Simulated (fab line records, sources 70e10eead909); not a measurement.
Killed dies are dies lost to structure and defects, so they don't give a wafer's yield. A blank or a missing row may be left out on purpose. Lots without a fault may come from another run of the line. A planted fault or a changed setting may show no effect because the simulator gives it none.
fab line records | flow nand_harc
record lots=5 wafers=15 last_day=29
route steps=1302 shown P_GATE@168
lots that met no fault: from a run of the same line without faults
start_h: hours from the record's first day to the start of the lot's first wafer shown | wait_h: hours since the lot's step before | " the same as in the row above | L1.1+2: a row that stands for several wafers | - no value, or no start given | * or withheld: withheld | < > ~ a bound
route shown NAME@n: a module of which the file shows steps, and the number in the route of the first | usual: mean/standard deviation of fault-free wafers | same: alike in all rows | chamber/n: place in a boat | sites: the reading at each site | _std_site: their standard deviation | _edge_site: outer sites' mean less inner sites' | radius_mm: how far each site lies from the wafer's centre | mask NAME#n: copy n | behind: the tool/chamber that last shaped the wafer | hold: why the lot was held/for how many hours/how that ended | device: the transistor (n, p or np) that didn't switch | end of line: the same wafers' tests at the end of the route | a step without rows: its recipe alone | killed: dies lost to structure and defects at the first sort, not the wafer's yield | map: a wafer's dies, x killed, . not, _ none there
set.NAME: the setting as run; set.NAME@STEP: as run at that earlier step | model.NAME: the simulator's own value behind a step, which no gauge read
lots at some steps of the route; a table a step, a row a wafer
services: from which hour (start_h, from the record's first day; less than 0 if before it) a tool's chamber was out of use, for how many hours, and why
## steps
# step NHARC_P_GATE_PEB_44
# recipe peb_temp_c=118 peb_time_s=85
# columns lot.wafer tool chamber start_h wait_h
L074.1+4+5 litho_track-03 0 112.89 0.1
L076.2+4+6 litho_track-07 0 133.80 0.1
L077.1+3+4 litho_track-07 0 134.65 0.1
L081.1+4+6 litho_track-03 0 174.56 0.1
L087.1+3+4 litho_track-03 0 254.49 0.1
# step NHARC_P_GATE_DEVELOP_45
# recipe time_s=70
# columns lot.wafer tool chamber start_h wait_h
L074.1+4+5 litho_track-03 0 - -
L076.2+4+6 litho_track-07 0 - -
L077.1+3+4 litho_track-07 0 - -
L081.1+4+6 litho_track-03 0 - -
L087.1+3+4 litho_track-03 0 - -
# step NHARC_P_GATE_CD_MEAS_46
# recipe target_cd_nm=720 landing_energy_ev=500
# usual cd_nm=719.8/1.9
# columns lot.wafer tool chamber start_h wait_h cd_nm
L074.1 cd_sem-03 0 112.98 - 721.1
L074.4 " 0 " " 718.7
L074.5 " 0 " " 718.9
L076.2 cd_sem-02 0 133.89 - 720.1
L076.4 " 0 " " 719.8
L076.6 " 0 " " 719.7
L077.1 cd_sem-02 0 134.74 - 720.6
L077.3 " 0 " " 718.4
L077.4 " 0 " " 721.9
L081.1 cd_sem-03 0 174.65 - 721.0
L081.4 " 0 " " 721.6
L081.6 " 0 " " 723.1
L087.1 cd_sem-02 0 254.58 - 722.0
L087.3 " 0 " " 722.3
L087.4 " 0 " " 719.2
# step NHARC_P_GATE_HARDBAKE_47
# recipe temp_c=125 time_s=80
# columns lot.wafer tool chamber start_h wait_h
L074.1+4+5 litho_track-02 0 113.06 -
L076.2+4+6 litho_track-03 0 133.97 -
L077.1+3+4 litho_track-03 0 134.82 -
L081.1+4+6 litho_track-02 0 174.73 -
L087.1+3+4 litho_track-03 0 254.66 -
# step NHARC_P_GATE_DESCUM_48
# recipe time_s=3 o2_flow_sccm=200 ar_flow_sccm=0 bias_power_w=0 chemistry=O2
# usual chamber_pressure_mTorr=60.00/0.058 drypump_motor_current_A=5.9/0.42 oes_product_au=1.001/0.0076 rf_vpp_V=57.8/0.83 showerhead_plenum_p_Torr=1.91/0.084 throttle_valve_pct=11.312/0.0084
# same bias_power_w=0
# columns lot.wafer tool chamber start_h wait_h chamber_pressure_mTorr drypump_motor_current_A oes_product_au rf_hours_counter_h rf_vpp_V showerhead_plenum_p_Torr throttle_valve_pct
L074.1 rie_diel-08 0 113.16 - 59.88 5.7 1.008 5.3 59.0 1.97 11.310
L074.5 " 2 " " 60.10 5.8 1.014 - 58.1 1.84 11.307
L074.4 " 1 " " 59.96 6.4 1.009 - 56.2 1.83 11.302
L076.2 rie_diel-01 3 134.05 - 60.09 6.0 0.982 5.3 57.6 1.95 11.301
L076.4 " 1 " " 59.98 5.4 0.997 5.5 57.8 1.80 11.302
L076.6 " 0 " " 59.96 6.2 0.999 - 56.6 1.86 11.306
L077.4 rie_diel-01 3 134.91 - 59.95 6.0 1.002 5.3 57.7 1.95 11.315
L077.1 " 0 " " 60.04 6.2 1.003 5.9 58.0 1.86 11.321
L077.3 " 1 " " 59.94 5.4 0.999 5.5 58.0 1.80 11.310
L081.4 rie_diel-01 0 174.83 - 60.03 6.2 1.001 7.2 57.4 1.86 11.302
L081.1 " 1 " " 60.06 5.4 0.991 7.8 57.2 1.80 11.327
L081.6 " 3 " " 59.99 6.0 0.996 - 58.2 1.95 11.312
L087.3 rie_diel-08 1 254.76 - 60.03 6.4 1.009 4.8 58.0 1.83 11.322
L087.1 " 2 " " 59.82 5.8 1.003 4.8 58.5 1.83 11.312
L087.4 " 1 " " 60.00 6.4 1.006 - 57.7 1.83 11.299
# step NHARC_P_GATE_IMPLANT_49
# recipe energy_kev=30 dose_cm2=3e+15 tilt_deg=7
# columns lot.wafer tool chamber start_h wait_h
L074.1+4+5 implanter-01 0 113.31 0.1
L076.2+4+6 implanter-02 0 134.23 0.2
L077.1+3+4 implanter-02 0 135.05 0.1
L081.1+4+6 implanter-01 0 174.96 0.1
L087.1+3+4 implanter-01 0 254.91 0.1
# step NHARC_P_GATE_STRIP_111
# recipe power_w=1500 temp_c=110 time_s=250 chemistry=N2/H2
# usual drypump_motor_current_A=5.6/0.62 heater_power_w=93/10 rf_refl_power_W=22/4
# columns lot.wafer tool chamber start_h wait_h drypump_motor_current_A heater_power_w rf_hours_counter_h rf_refl_power_W
L074.1 plasma_asher-01 0 113.53 0.2 5.1 77 22 24
L074.4 " 1 " " 5.1 108 - 23
L074.5 " 0 " " 5.0 79 - 22
L076.2 plasma_asher-02 1 134.42 0.2 6.6 95 8 26
L076.4 " 1 " " 6.6 96 - 26
L076.6 " 0 " " 5.6 88 - 16
L077.1 plasma_asher-01 0 135.32 0.2 5.1 78 26 22
L077.3 " 1 " " 5.1 104 - 23
L077.4 " 0 " " 5.0 77 - 23
L081.1 plasma_asher-01 1 175.23 0.2 5.1 108 0 23
L081.4 " 0 " " 5.0 79 - 23
L081.6 " 0 " " 5.0 81 - 22
L087.1 plasma_asher-01 0 255.14 0.2 5.0 78 13 23
L087.3 " 0 " " 5.1 83 - 23
L087.4 " 1 " " 5.1 105 - 22
# step NHARC_P_GATE_STRIP_75
# recipe power_w=1500 temp_c=250 chemistry=O2
# usual drypump_motor_current_A=5.6/0.61 heater_power_w=347/39 rf_refl_power_W=22/3.9
# columns lot.wafer tool chamber start_h wait_h drypump_motor_current_A heater_power_w rf_hours_counter_h rf_refl_power_W
L074.1 plasma_asher-01 0 113.83 0.2 5.0 297 23 23
L074.4 " 1 " " 5.1 397 - 22
L074.5 " 0 " " 5.0 291 - 22
L076.2 plasma_asher-02 1 134.72 0.3 6.6 366 8 26
L076.4 " 1 " " 6.6 362 - 26
L076.6 " 0 " " 5.6 328 - 16
L077.1 plasma_asher-01 0 135.58 0.2 5.0 295 26 22
L077.3 " 1 " " 5.1 408 - 23
L077.4 " 0 " " 5.0 292 - 23
L081.1 plasma_asher-01 1 175.49 0.2 5.1 402 0 23
L081.4 " 0 " " 5.0 303 - 21
L081.6 " 0 " " 5.0 300 - 22
L087.1 plasma_asher-01 0 255.44 0.2 5.0 295 14 23
L087.3 " 0 " " 5.0 300 - 23
L087.4 " 1 " " 5.1 403 - 23
# step NHARC_P_GATE_STRIP_50
# recipe time_s=900 temp_c=130 chemistry=SPM
# columns lot.wafer tool chamber start_h wait_h
L074.5+4+1 wet_bench-05 2,3,5 114.00 0.1
L076.6+2+4 wet_bench-06 2,6,7 134.88 0.1
L077.3+4+1 wet_bench-06 6,0,1 135.72 0.1
L081.6+1+4 wet_bench-06 5,7,2 175.63 0.1
L087.1+4+3 wet_bench-05 5,7,2 255.59 0.1
# step NHARC_P_GATE_DEHYDRATE_51
# recipe temp_c=150 time_s=120
# columns lot.wafer tool chamber start_h wait_h
L074.1+4+5 litho_track-07 0 114.34 -
L076.2+4+6 litho_track-02 0 135.23 -
L077.1+3+4 litho_track-02 0 136.07 -
L081.1+4+6 litho_track-03 0 175.98 -
L087.1+3+4 litho_track-03 0 255.94 -
# step NHARC_P_GATE_HMDS_52
# recipe time_s=30
# columns lot.wafer tool chamber start_h wait_h
L074.1+4+5 litho_track-07 0 - -
L076.2+4+6 litho_track-02 0 - -
L077.1+3+4 litho_track-02 0 - -
L081.1+4+6 litho_track-03 0 - -
L087.1+3+4 litho_track-03 0 - -
# step NHARC_P_GATE_COAT_53
# recipe spin_rpm=3000
# columns lot.wafer tool chamber start_h wait_h
L074.1+4+5 litho_track-07 0 - -
L076.2+4+6 litho_track-02 0 - -
L077.1+3+4 litho_track-02 0 - -
L081.1+4+6 litho_track-03 0 - -
L087.1+3+4 litho_track-03 0 - -
# step NHARC_P_GATE_SOFTBAKE_54
# recipe temp_c=122 time_s=95
# columns lot.wafer tool chamber start_h wait_h
L074.1+4+5 litho_track-07 0 - -
L076.2+4+6 litho_track-02 0 - -
L077.1+3+4 litho_track-02 0 - -
L081.1+4+6 litho_track-03 0 - -
L087.1+3+4 litho_track-03 0 - -
# step NHARC_P_GATE_EBR_55
# columns lot.wafer tool chamber start_h wait_h
L074.1+4+5 litho_track-07 0 - -
L076.2+4+6 litho_track-02 0 - -
L077.1+3+4 litho_track-02 0 - -
L081.1+4+6 litho_track-03 0 - -
L087.1+3+4 litho_track-03 0 - -
# step NHARC_P_GATE_EXPOSE_56
# recipe na=0.6 target_cd_nm=720 dose_mj=14.81 mask_id=P_PSD
# columns lot.wafer tool chamber start_h wait_h mask
L074.1+4+5 krf_scanner-01 0 114.62 - P_PSD#0
L076.2+4+6 krf_scanner-03 0 135.51 - P_PSD#0
L077.1+3+4 krf_scanner-02 0 136.34 - P_PSD#0
L081.1+4+6 krf_scanner-01 0 176.25 - P_PSD#0
L087.1+3+4 krf_scanner-02 0 256.21 - P_PSD#0
# step NHARC_P_GATE_PEB_57
# recipe peb_temp_c=118 peb_time_s=85
# columns lot.wafer tool chamber start_h wait_h
L074.1+4+5 litho_track-03 0 114.69 0.1
L076.2+4+6 litho_track-03 0 135.57 0.1
L077.1+3+4 litho_track-03 0 136.41 0.1
L081.1+4+6 litho_track-07 0 176.31 0.1
L087.1+3+4 litho_track-03 0 256.28 0.1
# step NHARC_P_GATE_DEVELOP_58
# recipe time_s=70
# columns lot.wafer tool chamber start_h wait_h
L074.1+4+5 litho_track-03 0 - -
L076.2+4+6 litho_track-03 0 - -
L077.1+3+4 litho_track-03 0 - -
L081.1+4+6 litho_track-07 0 - -
L087.1+3+4 litho_track-03 0 - -
# step NHARC_P_GATE_CD_MEAS_59
# recipe target_cd_nm=720 landing_energy_ev=500
# usual cd_nm=719.0/2.3
# columns lot.wafer tool chamber start_h wait_h cd_nm
L074.1 cd_sem-03 0 114.78 - 722.0
L074.4 " 0 " " 720.7
L074.5 " 0 " " 721.7
L076.2 cd_sem-02 0 135.66 - 721.4
L076.4 " 0 " " 721.5
L076.6 " 0 " " 717.9
L077.1 cd_sem-01 0 136.50 - 722.6
L077.3 " 0 " " 718.4
L077.4 " 0 " " 722.8
L081.1 cd_sem-02 0 176.41 - 721.7
L081.4 " 0 " " 719.0
L081.6 " 0 " " 720.9
L087.1 cd_sem-02 0 256.37 - 719.1
L087.3 " 0 " " 720.8
L087.4 " 0 " " 715.7
# step NHARC_P_GATE_HARDBAKE_60
# recipe temp_c=125 time_s=80
# columns lot.wafer tool chamber start_h wait_h
L074.1+4+5 litho_track-07 0 114.86 -
L076.2+4+6 litho_track-02 0 135.74 -
L077.1+3+4 litho_track-02 0 136.60 -
L081.1+4+6 litho_track-03 0 176.49 -
L087.1+3+4 litho_track-02 0 256.45 -
# step NHARC_P_GATE_DESCUM_61
# recipe time_s=3 o2_flow_sccm=200 ar_flow_sccm=0 bias_power_w=0 chemistry=O2
# usual chamber_pressure_mTorr=60.00/0.056 drypump_motor_current_A=5.8/0.45 oes_product_au=1.001/0.0082 rf_vpp_V=57.8/0.88 showerhead_plenum_p_Torr=1.92/0.087 throttle_valve_pct=11.311/0.0089
# same bias_power_w=0
# columns lot.wafer tool chamber start_h wait_h chamber_pressure_mTorr drypump_motor_current_A oes_product_au rf_hours_counter_h rf_vpp_V showerhead_plenum_p_Torr throttle_valve_pct
L074.1 rie_diel-08 2 114.98 - 59.96 5.8 0.996 2.0 57.4 1.84 11.322
L074.4 " 1 " " 59.99 6.4 1.004 - 59.7 1.83 11.327
L074.5 " 2 " " 59.98 5.8 1.012 - 57.0 1.84 11.313
L076.2 rie_diel-08 0 135.84 - 60.01 5.7 1.006 7.3 59.1 1.97 11.312
L076.4 " 2 " " 60.04 5.8 0.994 3.8 57.1 1.84 11.308
L076.6 " 3 " " 60.01 6.5 0.994 - 57.9 1.95 11.328
L077.1 rie_diel-01 3 136.68 - 59.99 6.0 0.988 5.4 58.9 1.95 11.307
L077.4 " 0 " " 59.98 6.2 1.009 6.0 57.1 1.86 11.306
L077.3 " 2 " " 60.00 6.4 1.005 5.4 59.6 2.03 11.323
L081.1 rie_diel-01 2 176.58 - 60.08 6.4 1.000 8.0 58.3 2.03 11.321
L081.4 " 0 " " 60.01 6.2 1.007 7.2 58.8 1.86 11.306
L081.6 " 1 " " 60.04 5.5 0.984 - 57.0 1.80 11.321
L087.3 rie_diel-10 0 256.53 - 60.04 5.3 0.986 0.5 56.0 1.84 11.317
L087.4 " 1 " " 60.06 5.3 0.999 1.0 58.4 1.89 11.326
L087.1 " 3 " " 60.01 5.4 0.989 0.6 57.9 2.06 11.313
# step NHARC_P_GATE_IMPLANT_62
# recipe energy_kev=20 dose_cm2=3e+15 tilt_deg=7
# columns lot.wafer tool chamber start_h wait_h
L074.1+4+5 implanter-01 0 115.11 0.1
L076.2+4+6 implanter-01 0 136.00 0.2
L077.1+3+4 implanter-01 0 136.83 0.1
L081.1+4+6 implanter-01 0 176.71 0.1
L087.1+3+4 implanter-02 0 256.68 0.1
# step NHARC_P_GATE_STRIP_112
# recipe power_w=1500 temp_c=110 time_s=200 chemistry=N2/H2
# usual drypump_motor_current_A=5.6/0.62 heater_power_w=93/10 rf_refl_power_W=22/3.9
# columns lot.wafer tool chamber start_h wait_h drypump_motor_current_A heater_power_w rf_hours_counter_h rf_refl_power_W
L074.1 plasma_asher-02 1 115.33 0.2 6.6 95 5 26
L074.4 " 1 " " 6.6 96 - 27
L074.5 " 0 " " 5.7 88 - 15
L076.2 plasma_asher-02 0 136.24 0.2 5.6 88 8 14
L076.4 " 1 " " 6.6 96 - 26
L076.6 " 1 " " 6.6 95 - 27
L077.1 plasma_asher-01 1 137.09 0.2 5.1 109 26 23
L077.3 " 0 " " 5.0 79 - 22
L077.4 " 1 " " 5.1 108 - 24
L081.1 plasma_asher-01 1 176.98 0.2 5.1 107 0 23
L081.4 " 1 " " 5.1 108 - 23
L081.6 " 1 " " 5.1 107 - 23
L087.1 plasma_asher-01 0 257.08 0.4 5.0 80 15 22
L087.4 " 0 " " 5.0 81 - 21
L087.3 " 1 " " 5.1 106 - 23
# step NHARC_P_GATE_STRIP_76
# recipe power_w=1500 temp_c=250 chemistry=O2
# usual drypump_motor_current_A=5.6/0.62 heater_power_w=347/39 rf_refl_power_W=22/3.9
# columns lot.wafer tool chamber start_h wait_h drypump_motor_current_A heater_power_w rf_hours_counter_h rf_refl_power_W
L074.1 plasma_asher-02 1 115.60 0.2 6.6 357 5 26
L074.4 " 1 " " 6.5 366 - 26
L074.5 " 0 " " 5.6 333 - 16
L076.2 plasma_asher-02 0 136.47 0.2 5.6 339 9 15
L076.4 " 1 " " 6.5 357 - 26
L076.6 " 1 " " 6.5 368 - 26
L077.1 plasma_asher-01 1 137.32 0.2 5.1 394 27 23
L077.3 " 0 " " 5.0 299 - 21
L077.4 " 1 " " 5.1 387 - 23
L081.1 plasma_asher-01 1 177.20 0.2 5.1 396 1 23
L081.4 " 1 " " 5.1 395 - 23
L081.6 " 1 " " 5.1 397 - 23
L087.1 plasma_asher-01 0 257.33 0.2 5.0 294 15 23
L087.4 " 0 " " 5.0 298 - 21
L087.3 " 1 " " 5.1 397 - 23
# step NHARC_P_GATE_STRIP_63
# recipe time_s=900 temp_c=130 chemistry=SPM
# columns lot.wafer tool chamber start_h wait_h
L074.4+5+1 wet_bench-02 1,2,4 115.75 0.1
L076.6+4+2 wet_bench-02 2,4,5 136.61 0.1
L077.3+4+1 wet_bench-02 1,3,5 137.45 0.1
L081.1+6+4 wet_bench-02 3,5,6 177.34 0.1
L087.1+3+4 wet_bench-02 1,3,5 257.49 0.1
# step NHARC_P_GATE_DEHYDRATE_83
# recipe temp_c=150 time_s=120
# columns lot.wafer tool chamber start_h wait_h
L074.1+4+5 litho_track-02 0 116.09 -
L076.2+4+6 litho_track-03 0 136.95 -
L077.1+3+4 litho_track-02 0 137.80 -
L081.1+4+6 litho_track-03 0 177.69 -
L087.1+3+4 litho_track-03 0 257.83 -
# step NHARC_P_GATE_HMDS_84
# recipe time_s=30
# columns lot.wafer tool chamber start_h wait_h
L074.1+4+5 litho_track-02 0 - -
L076.2+4+6 litho_track-03 0 - -
L077.1+3+4 litho_track-02 0 - -
L081.1+4+6 litho_track-03 0 - -
L087.1+3+4 litho_track-03 0 - -
# step NHARC_P_GATE_COAT_85
# recipe spin_rpm=3000
# columns lot.wafer tool chamber start_h wait_h
L074.1+4+5 litho_track-02 0 - -
L076.2+4+6 litho_track-03 0 - -
L077.1+3+4 litho_track-02 0 - -
L081.1+4+6 litho_track-03 0 - -
L087.1+3+4 litho_track-03 0 - -
# step NHARC_P_GATE_SOFTBAKE_86
# recipe temp_c=122 time_s=95
# columns lot.wafer tool chamber start_h wait_h
L074.1+4+5 litho_track-02 0 - -
L076.2+4+6 litho_track-03 0 - -
L077.1+3+4 litho_track-02 0 - -
L081.1+4+6 litho_track-03 0 - -
L087.1+3+4 litho_track-03 0 - -
# step NHARC_P_GATE_EBR_87
# columns lot.wafer tool chamber start_h wait_h
L074.1+4+5 litho_track-02 0 - -
L076.2+4+6 litho_track-03 0 - -
L077.1+3+4 litho_track-02 0 - -
L081.1+4+6 litho_track-03 0 - -
L087.1+3+4 litho_track-03 0 - -
# step NHARC_P_GATE_EXPOSE_88
# recipe na=0.6 target_cd_nm=2000 dose_mj=11.87 mask_id=P_HVN
# columns lot.wafer tool chamber start_h wait_h mask
L074.1+4+5 krf_scanner-03 0 116.36 - P_HVN#0
L076.2+4+6 krf_scanner-02 0 137.22 - P_HVN#0
L077.1+3+4 krf_scanner-01 0 138.07 - P_HVN#0
L081.1+4+6 krf_scanner-02 0 177.96 - P_HVN#0
L087.1+3+4 krf_scanner-03 0 258.10 - P_HVN#0
# step NHARC_P_GATE_PEB_89
# recipe peb_temp_c=118 peb_time_s=85
# columns lot.wafer tool chamber start_h wait_h
L074.1+4+5 litho_track-03 0 116.42 0.1
L076.2+4+6 litho_track-03 0 137.29 0.1
L077.1+3+4 litho_track-03 0 138.14 0.1
L081.1+4+6 litho_track-02 0 178.02 0.1
L087.1+3+4 litho_track-03 0 258.17 0.1
# step NHARC_P_GATE_DEVELOP_90
# recipe time_s=70
# columns lot.wafer tool chamber start_h wait_h
L074.1+4+5 litho_track-03 0 - -
L076.2+4+6 litho_track-03 0 - -
L077.1+3+4 litho_track-03 0 - -
L081.1+4+6 litho_track-02 0 - -
L087.1+3+4 litho_track-03 0 - -
# step NHARC_P_GATE_CD_MEAS_91
# recipe target_cd_nm=2000 landing_energy_ev=500
# usual cd_nm=2000.3/1.8
# columns lot.wafer tool chamber start_h wait_h cd_nm
L074.1 cd_sem-02 0 116.51 - 2000.3
L074.4 " 0 " " 2001.4
L074.5 " 0 " " 2001.0
L076.2 cd_sem-03 0 137.39 - 1999.4
L076.4 " 0 " " 2001.5
L076.6 " 0 " " 1999.9
L077.1 cd_sem-01 0 138.23 - 2001.9
L077.3 " 0 " " 1999.2
L077.4 " 0 " " 2004.0
L081.1 cd_sem-01 0 178.11 - 1997.8
L081.4 " 0 " " 1996.1
L081.6 " 0 " " 1998.3
L087.1 cd_sem-03 0 258.26 - 2000.2
L087.3 " 0 " " 2000.3
L087.4 " 0 " " 1999.9
# step NHARC_P_GATE_HARDBAKE_92
# recipe temp_c=125 time_s=80
# columns lot.wafer tool chamber start_h wait_h
L074.1+4+5 litho_track-02 0 116.59 -
L076.2+4+6 litho_track-07 0 137.47 -
L077.1+3+4 litho_track-02 0 138.31 -
L081.1+4+6 litho_track-07 0 178.19 -
L087.1+3+4 litho_track-02 0 258.33 -
# step NHARC_P_GATE_DESCUM_93
# recipe time_s=3 o2_flow_sccm=200 ar_flow_sccm=0 bias_power_w=0 chemistry=O2
# usual chamber_pressure_mTorr=60.00/0.06 drypump_motor_current_A=5.8/0.45 oes_product_au=1.001/0.009 rf_vpp_V=57.9/0.88 showerhead_plenum_p_Torr=1.91/0.087 throttle_valve_pct=11.313/0.01
# same bias_power_w=0
# columns lot.wafer tool chamber start_h wait_h chamber_pressure_mTorr drypump_motor_current_A oes_product_au rf_hours_counter_h rf_vpp_V showerhead_plenum_p_Torr throttle_valve_pct
L074.1 rie_diel-08 1 116.69 - 59.94 6.4 1.015 4.1 58.1 1.83 11.318
L074.4 " 1 " " 59.97 6.4 1.015 - 57.8 1.83 11.328
L074.5 " 2 " " 59.94 5.8 1.023 - 56.9 1.84 11.286
L076.2 rie_diel-08 3 137.56 - 60.08 6.4 1.001 5.7 59.7 1.95 11.311
L076.4 " 1 " " 59.99 6.4 1.004 6.2 57.9 1.83 11.324
L076.6 " 3 " " 59.94 6.5 1.009 - 57.0 1.95 11.327
L077.1 rie_diel-10 0 138.39 - 59.94 5.2 1.012 3.5 57.3 1.84 11.324
L077.4 " 1 " " 60.00 5.3 1.002 3.4 58.8 1.89 11.305
L077.3 " 2 " " 60.03 5.4 1.010 4.0 56.8 2.04 11.304
L081.1 rie_diel-10 2 178.31 - 60.00 5.4 1.006 5.7 57.1 2.04 11.303
L081.4 " 0 " " 60.08 5.3 0.994 - 56.9 1.84 11.309
L081.6 " 2 " " 59.97 5.4 1.006 - 59.2 2.04 11.295
L087.3 rie_diel-01 2 258.42 - 60.00 6.4 1.007 2.4 57.3 2.02 11.306
L087.1 " 0 " " 59.97 6.2 1.006 2.9 57.7 1.86 11.310
L087.4 " 1 " " 60.06 5.4 1.014 3.0 57.2 1.80 11.317
# step NHARC_P_GATE_IMPLANT_94
# recipe energy_kev=60 dose_cm2=2e+15 tilt_deg=7
# columns lot.wafer tool chamber start_h wait_h
L074.1+4+5 implanter-01 0 116.84 0.1
L076.2+4+6 implanter-01 0 137.73 0.2
L077.1+3+4 implanter-02 0 138.55 0.1
L081.1+4+6 implanter-02 0 178.44 0.1
L087.1+3+4 implanter-02 0 258.56 0.1
# step NHARC_P_GATE_STRIP_113
# recipe power_w=1500 temp_c=110 time_s=740 chemistry=N2/H2
# usual drypump_motor_current_A=5.5/0.6 heater_power_w=93/11 rf_refl_power_W=22/3.9
# columns lot.wafer tool chamber start_h wait_h drypump_motor_current_A heater_power_w rf_hours_counter_h rf_refl_power_W
L074.1 plasma_asher-02 0 117.06 0.2 5.6 88 5 16
L074.4 " 0 " " 5.6 89 - 16
L074.5 " 1 " " 6.6 96 - 26
L076.2 plasma_asher-02 1 137.92 0.2 6.6 96 9 26
L076.4 " 0 " " 5.6 88 - 15
L076.6 " 0 " " 5.6 89 - 16
L077.1 plasma_asher-01 1 138.77 0.2 5.1 108 27 23
L077.4 " 1 " " 5.1 108 - 24
L077.3 " 0 " " 5.0 79 - 22
L081.1 plasma_asher-02 0 178.66 0.2 5.6 91 20 15
L081.4 " 1 " " 6.5 97 - 26
L081.6 " 1 " " 6.5 96 - 27
L087.1 plasma_asher-01 0 258.91 0.3 5.0 79 16 23
L087.4 " 1 " " 5.1 105 - 23
L087.3 " 0 " " 5.0 80 - 22
# step NHARC_P_GATE_STRIP_95
# recipe power_w=1500 temp_c=250 chemistry=O2
# usual drypump_motor_current_A=5.5/0.6 heater_power_w=347/40 rf_refl_power_W=22/3.8
# columns lot.wafer tool chamber start_h wait_h drypump_motor_current_A heater_power_w rf_hours_counter_h rf_refl_power_W
L074.1 plasma_asher-02 0 117.79 0.6 5.6 329 6 16
L074.4 " 0 " " 5.7 336 - 16
L074.5 " 1 " " 6.5 362 - 26
L076.2 plasma_asher-02 1 138.63 0.6 6.6 357 10 25
L076.4 " 0 " " 5.6 331 - 17
L076.6 " 0 " " 5.6 337 - 15
L077.1 plasma_asher-01 1 139.49 0.6 5.1 399 28 23
L077.4 " 1 " " 5.1 403 - 23
L077.3 " 0 " " 5.0 295 - 21
L081.1 plasma_asher-02 0 179.38 0.6 5.7 338 21 16
L081.4 " 1 " " 6.6 355 - 26
L081.6 " 1 " " 6.6 357 - 25
L087.1 plasma_asher-01 0 259.52 0.5 5.0 293 16 21
L087.4 " 1 " " 5.1 406 - 22
L087.3 " 0 " " 5.0 295 - 22
# step NHARC_P_GATE_STRIP_96
# recipe time_s=900 temp_c=130 chemistry=SPM
# columns lot.wafer tool chamber start_h wait_h
L074.4+5+1 wet_bench-05 4,6,7 118.02 0.2
L076.4+6+2 wet_bench-06 1,2,3 138.86 0.2
L077.4+1+3 wet_bench-05 2,5,7 139.71 0.2
L081.4+6+1 wet_bench-05 7,0,1 179.59 0.2
L087.3+1+4 wet_bench-05 5,6,7 259.72 0.2
# step NHARC_P_GATE_RTA_64
# recipe temp_c=1050 time_s=1
# usual lamp_power_pct=34.5/0.79 lamp_zone_2_pct=34.5/0.79 lamp_zone_5_pct=34.5/0.79 lamp_zone_6_pct=34.4/0.79 wafer_temp_C_max=1053.5/0.77
# columns lot.wafer tool chamber start_h wait_h lamp_power_pct lamp_zone_2_pct lamp_zone_5_pct lamp_zone_6_pct wafer_temp_C_max
L074.1 rtp_anneal-01 0 118.35 - 35.6 35.5 35.5 35.4 1054.4
L074.4 " 0 " " 35.5 35.6 35.5 35.5 1053.1
L074.5 " 0 " " 35.5 35.5 35.5 35.4 1053.0
L076.2 rtp_anneal-01 0 139.22 - 35.4 35.5 35.6 35.5 1053.8
L076.4 " 0 " " 35.5 35.5 35.5 35.4 1054.0
L076.6 " 0 " " 35.5 35.5 35.5 35.5 1053.2
L077.1 rtp_anneal-01 0 140.06 - 35.5 35.5 35.5 35.4 1054.4
L077.3 " 0 " " 35.5 35.5 35.5 35.4 1053.6
L077.4 " 0 " " 35.5 35.4 35.6 35.5 1052.8
L081.1 rtp_anneal-02 0 179.99 - 33.8 33.9 33.9 33.8 1053.0
L081.4 " 0 " " 33.9 33.9 33.9 33.8 1053.3
L081.6 " 0 " " 33.9 33.9 33.9 33.8 1053.5
L087.1 rtp_anneal-01 0 260.09 - 35.5 35.5 35.5 35.5 1054.0
L087.3 " 0 " " 35.5 35.5 35.5 35.4 1054.9
L087.4 " 0 " " 35.5 35.6 35.5 35.4 1052.5
# step NHARC_P_GATE_ETCH_77
# recipe target_depth_a=60 chemistry=dHF material=SiO2
# columns lot.wafer tool chamber start_h wait_h
L074.4+5+1 wet_bench-06 4,5,6 118.56 0.1
L076.4+6+2 wet_bench-02 6,0,3 139.39 0.1
L077.4+1+3 wet_bench-02 3,5,6 140.26 0.1
L081.6+4+1 wet_bench-02 1,2,4 180.19 0.0
L087.3+1+4 wet_bench-05 3,5,6 260.30 0.1
# step NHARC_P_GATE_DEGAS_109
# recipe temp_c=300 time_s=60
# usual heater_power_w=462/34
# columns lot.wafer tool chamber start_h wait_h heater_power_w
L074.1 pvd_sputter-02 - 118.66 0.1 422
L074.4 " - " " 450
L074.5 " - " " 471
L076.2 pvd_sputter-03 - 139.50 0.1 463
L076.4 " - " " 499
L076.6 " - " " 495
L077.1 pvd_sputter-01 - 140.36 0.1 418
L077.3 " - " " 393
L077.4 " - " " 561
L081.1 pvd_sputter-03 - 180.30 0.1 483
L081.4 " - " " 495
L081.6 " - " " 466
L087.3 pvd_sputter-03 - 260.40 0.1 462
L087.4 " - " " 444
L087.1 " - " " 498
# step NHARC_P_GATE_PRE_CLEAN_110
# recipe time_s=30 bias_v=200 gas=Ar
# columns lot.wafer tool chamber start_h wait_h
L074.1+4+5 pvd_sputter-02 - - -
L076.2+4+6 pvd_sputter-03 - - -
L077.1+4+3 pvd_sputter-01 - - -
L081.1+4+6 pvd_sputter-03 - - -
L087.3+4+1 pvd_sputter-03 - - -
# step NHARC_P_GATE_SPUTTER_78
# recipe target_thk_a=100 material=Ni
# columns lot.wafer tool chamber start_h wait_h
L074.1+4+5 pvd_sputter-02 - - -
L076.4+2+6 pvd_sputter-03 - - -
L077.4+1+3 pvd_sputter-01 - - -
L081.1+4+6 pvd_sputter-03 - - -
L087.3+1+4 pvd_sputter-03 - - -
# step NHARC_P_GATE_SPUTTER_79
# recipe target_thk_a=100 material=TiN
# columns lot.wafer tool chamber start_h wait_h
L074.1+4+5 pvd_sputter-02 - - -
L076.2+4+6 pvd_sputter-03 - - -
L077.4+1+3 pvd_sputter-01 - - -
L081.1+4+6 pvd_sputter-03 - - -
L087.1+3+4 pvd_sputter-03 - - -
## services
# columns tool chamber start_h hours kind
implanter-01 - 97.03 0.8 repair
rie_diel-08 3 99.96 23.6 repair
litho_track-03 - 100.00 7.0 pm
rie_diel-08 0 137.77 9.3 repair
implanter-02 - 147.46 13.0 pm
rie_diel-08 1 152.97 10.4 repair
rie_diel-08 3 158.81 3.5 repair
plasma_asher-01 - 165.07 9.0 pm
rie_diel-01 0 166.26 7.3 repair
pvd_sputter-03 - 170.04 10.0 pm
wet_bench-02 - 187.79 8.3 repair
rie_diel-01 0 188.89 16.3 repair
implanter-01 - 189.41 9.4 repair
rie_diel-08 - 190.80 9.0 pm
implanter-01 - 200.68 3.8 repair
rie_diel-01 - 204.01 9.0 pm
rie_diel-08 0 213.75 4.9 repair
plasma_asher-02 - 216.53 0.7 repair
litho_track-02 - 227.00 7.0 pm
implanter-02 - 231.21 2.2 repair
wet_bench-02 - 244.02 8.0 pm
plasma_asher-02 - 249.00 9.0 pm
litho_track-07 - 251.00 7.0 pm
implanter-01 - 257.29 2.9 repair
## key
fault none
